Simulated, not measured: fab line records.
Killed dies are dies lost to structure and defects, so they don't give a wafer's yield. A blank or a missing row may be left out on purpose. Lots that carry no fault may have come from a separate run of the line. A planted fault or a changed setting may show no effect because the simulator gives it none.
Which tool is to blame? | flow n5Finfet | 24 wafers from 9 lots sampled at 5 of the route's 1938 steps

WHAT THE GAUGES READ, wafer by wafer
N5_BEOL_M4_RC_MEAS_101.
lot  | measured     | on        | DIBL_N (mV/V)
L954 | day 8 09:32  | prober-01 | 37.8 35.9 36.7
L955 | day 9 00:53  | prober-02 | 34.6 36.3 35.7
L958 | day 9 09:17  | prober-01 | 41.1 36.9 38.0
L962 | day 10 11:20 | prober-01 | 36.3 37.4
L965 | day 11 09:25 | prober-02 | 36.8 37.0
L970 | day 12 12:51 | prober-01 | 36.9 36.9 36.4
L971 | day 12 17:18 | prober-01 | 37.1 36.9 38.5
L972 | day 13 12:38 | prober-02 | 35.6 34.5
L974 | day 14 09:27 | prober-01 | 36.2 36.6 34.8

WHICH TOOL RAN EACH LOT (tool, then ch and the chambers of the sampled wafers, then the start)
lot  | N5_BEOL_M4_DESCUM_33             | N5_BEOL_M4_ETCHBACK_99            | N5_BEOL_M4_VIA_ETCH_34            | N5_BEOL_M4_ETCH_41
L954 | rieDiel-02 ch 0,3, day 8 02:03   | rieDiel-01 ch 0,1, day 8 05:01    | rieDiel-01 ch 0,1, day 8 05:10    | rieDiel-01 ch 0,1, day 8 09:32 or earlier
L955 | rieDiel-06 ch 1,2,3, day 8 14:00 | rieDiel-02 ch 0,1,2, day 8 20:28  | rieDiel-02 ch 0,1,2, day 8 20:37  | rieDiel-02 ch 0,1,2, day 9 00:53 or earlier
L958 | rieDiel-02 ch 0,2, day 9 03:44   | rieDiel-02 ch 1,2,3, day 9 04:10  | rieDiel-02 ch 1,2,3, day 9 04:19  | rieDiel-02 ch 1,2,3, day 9 09:17 or earlier
L962 | rieDiel-02 ch 2,3, day 10 04:35  | rieDiel-02 ch 2,3, day 10 06:00   | rieDiel-02 ch 2,3, day 10 06:09   | rieDiel-02 ch 2,3, day 10 11:20 or earlier
L965 | rieDiel-01 ch 1,3, day 11 03:15  | rieDiel-02 ch 0,1, day 11 04:29   | rieDiel-02 ch 0,1, day 11 04:37   | rieDiel-02 ch 0,1, day 11 09:25 or earlier
L970 | rieDiel-02 ch 0,3, day 12 07:43  | rieDiel-01 ch 0,3, day 12 08:16   | rieDiel-01 ch 0,3, day 12 08:24   | rieDiel-01 ch 0,3, day 12 12:51 or earlier
L971 | rieDiel-06 ch 0,1, day 12 11:16  | rieDiel-01 ch 0,2,3, day 12 11:44 | rieDiel-01 ch 0,2,3, day 12 11:53 | rieDiel-01 ch 0,2,3, day 12 17:18 or earlier
L972 | rieDiel-06 ch 0,2, day 12 17:08  | rieDiel-01 ch 2,3, day 13 08:38   | rieDiel-01 ch 2,3, day 13 08:46   | rieDiel-01 ch 2,3, day 13 12:38 or earlier
L974 | rieDiel-02 ch 0,3, day 13 21:29  | rieDiel-06 ch 2,3, day 14 04:52   | rieDiel-06 ch 2,3, day 14 05:01   | rieDiel-06 ch 2,3, day 14 09:27 or earlier
- N5_BEOL_M4_DESCUM_33: chemistry O2, time 7 s.
- N5_BEOL_M4_ETCHBACK_99: etches SiO2 in CHF3, target depth 5 nm, time 10.4 s.
- N5_BEOL_M4_VIA_ETCH_34: etches the open film in C4F6/O2, target depth 69.4 nm, time 65.9 s.
- N5_BEOL_M4_ETCH_41: etches SiCN in CH3F/O2, target depth 29.9 nm, time 52.5 s.

THE ANSWER, worked out from the rows above alone
Rule: the lots themselves supply what counts as usual. Put in order of their means at a reading, lots are off if they are a third of the lots or fewer, leave a main group of 4 or more, and stand apart from it by a gap of 3 or more times the standard deviation of the main group's means; of several such gaps the widest counts. A main group whose means are all the same, to the digits that the tables above print for the reading, isn't used. A lot without any number at a reading at which 4 lots or more have one is off too. Where the step has rows for the other lots, those lots are counted as sound.
Nothing can be told from this: no lot is off at any reading shown.

WHAT WAS PUT IN BY THE SIMULATOR
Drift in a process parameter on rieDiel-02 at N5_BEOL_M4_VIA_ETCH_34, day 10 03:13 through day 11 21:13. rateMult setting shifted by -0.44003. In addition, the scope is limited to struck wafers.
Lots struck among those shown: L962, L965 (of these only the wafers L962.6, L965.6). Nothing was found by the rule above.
